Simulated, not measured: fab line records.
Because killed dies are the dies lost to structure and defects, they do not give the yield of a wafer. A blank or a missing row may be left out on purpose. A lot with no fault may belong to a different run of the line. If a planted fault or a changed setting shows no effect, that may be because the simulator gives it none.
Comparing a struck lot with a sound one :: flow n5Finfet :: 16 out of 1938 route steps
Sound: the wafers L341.2, L341.5, L341.6. Struck: wafers L335.1, L335.4, L335.5. At the end, the cause is stated.
At each step with rows: each side's tool, then ch and its chambers, then its first start. Under that, the readings that differ: sound wafers :: struck wafers :: difference of the means :: sigmas: that difference in standard deviations of wafers without a fault.
alike: words and numbers the same on both sides, and readings whose means are apart by under 2 such deviations; not compared: readings that were withheld, readings missing a value for some wafer, numbers with overlapping values and no deviation given by the record, and bounds like >300 which may hide the same value.
Wherever a step has rows on one side only, a row that says differs or no value, or a row with sigmas, the two part there. Numbers that don't overlap but have no deviation are shown without sigmas and don't part them. A reading that every wafer of one side lacks parts them only if that side has two wafers or more.

N5_BEOL_M1_DESCUM_16: chemistry O2, time 7 s.
  sound on rieDiel-01 ch 1,3, day 11 12:01; struck on rieDiel-03 ch 0,1,3, day 10 01:22
reading: oesProductAu (a.u.)
sound: 0.92 0.92 0.87
struck: 0.75 0.73 0.69
difference: -0.18
sigmas: -2
  alike: drypumpMotorCurrentA, rfVppV, showerheadPlenumPTorr, throttleValvePct
  not compared: rfHoursCounterH
N5_BEOL_M1_ETCH_74: etches underlayer in N2/H2, target depth 6.5 nm, time 5.2 s.
  sound on rieDiel-01 ch 1,3, day 11 12:03; struck on rieDiel-03 ch 0,1,3, day 10 01:24
reading: etchRfOnTimeS (s)
sound: 4.90 4.99 5.03
struck: 5.20 5.21 5.30
difference: +0.26
sigmas: +3
  alike: drypumpMotorCurrentA, n2FlowSccm, oesProductAu, rfVppV, showerheadPlenumPTorr, throttleValvePct
  not compared: rfHoursCounterH
N5_BEOL_M1_ETCH_63: etches SiARC in CF4, target depth 15.6 nm, time 26 s.
  sound on rieDiel-01 ch 1,3, day 11 12:04; struck on rieDiel-03 ch 0,1,3, day 10 01:25
reading: etchRfOnTimeS (s)
sound: 24.9 24.9 25.2
struck: 26.3 26.0 26.5
difference: +1.3
sigmas: +3

reading: oesProductAu (a.u.)
sound: 0.79 0.80 0.75
struck: 0.65 0.62 0.59
difference: -0.16
sigmas: -2
  alike: drypumpMotorCurrentA, rfVppV, showerheadPlenumPTorr, throttleValvePct
  not compared: rfHoursCounterH
N5_BEOL_M1_ETCH_64: etches SOC in N2/H2, target depth 75 nm, overetch 15 nm, time 112.5 s.
  sound on rieDiel-01 ch 1,3, day 11 12:06; struck on rieDiel-03 ch 0,1,3, day 10 01:27
  alike: drypumpMotorCurrentA, n2FlowSccm, oesProductAu, rfVppV, showerheadPlenumPTorr, throttleValvePct
  not compared: rfHoursCounterH
then, 4 steps without rows for these wafers: N5_BEOL_M1_STRIP_65 (strips in N2/H2); N5_BEOL_M1_STRIP_75 (strips in N2/H2); N5_BEOL_M1_STRIP_66 (strips in CF4); N5_BEOL_M1_HM_OPEN_17 (chemistry Cl2/BCl3, target TiN, target depth 20 nm, overetch 6 nm).
N5_BEOL_M1_STRIP_19: strips in O2.
  sound on rieDiel-05 ch 0,1, day 11 12:28; struck on rieDiel-03 ch 0,2, day 10 01:44
reading: oesProductAu (a.u.)
sound: 0.92 0.84 0.93
struck: 0.70 0.74 0.74
difference: -0.17
sigmas: -2
  alike: drypumpMotorCurrentA, rfVppV, showerheadPlenumPTorr, throttleValvePct
  not compared: rfHoursCounterH
N5_BEOL_M1_CD_MEAS_18: pitch 36 nm, target cd 18 nm.
  sound: cdSem-01 at day 11 12:32; struck: cdSem-01 at day 10 01:48
  alike: cdNm
then, 2 steps without rows for these wafers: N5_BEOL_M1_COAT_67 (time 60 s, resist thk 60 nm); N5_BEOL_M1_COAT_68 (time 60 s, resist thk 12 nm).
N5_BEOL_M1_COAT_76: time 60 s, resist thk 5 nm.
  sound on lithoTrack-03 ch 0, day 11 12:35; struck on lithoTrack-05 ch 0, day 10 01:50
reading: heaterPowerTotalW (W)
sound: 392.2 393.1 390.7
struck: 408.7 407.3 406.8
difference: +15.6
sigmas: +12

reading: plateTempC (C)
sound: 205.20 205.19 205.16
struck: 212.10 211.91 212.14
difference: +6.87
sigmas: +46
then, 1 step without rows for these wafers: N5_BEOL_M1_COAT_22 (resist thk 30 nm).
N5_BEOL_M4_RC_MEAS_101:
  sound on prober-01 ch 0, day 13 01:19; struck on prober-02 ch 0, day 11 23:23
  alike: DIBL_N, DIBL_P, IOFF_N, IOFF_P, ION_N, ION_P, SS_N, SS_P, VT_N, VT_P
next, for these wafers, 1 step has no rows: N5_PASSIVATION_PROBE_49.

## WHERE THEY PART
First at N5_BEOL_M1_DESCUM_16; last, within this record, at N5_BEOL_M1_COAT_76. Later steps at which nothing parts them and some readings are alike: N5_BEOL_M4_RC_MEAS_101.

WHY: whatever the simulator had introduced
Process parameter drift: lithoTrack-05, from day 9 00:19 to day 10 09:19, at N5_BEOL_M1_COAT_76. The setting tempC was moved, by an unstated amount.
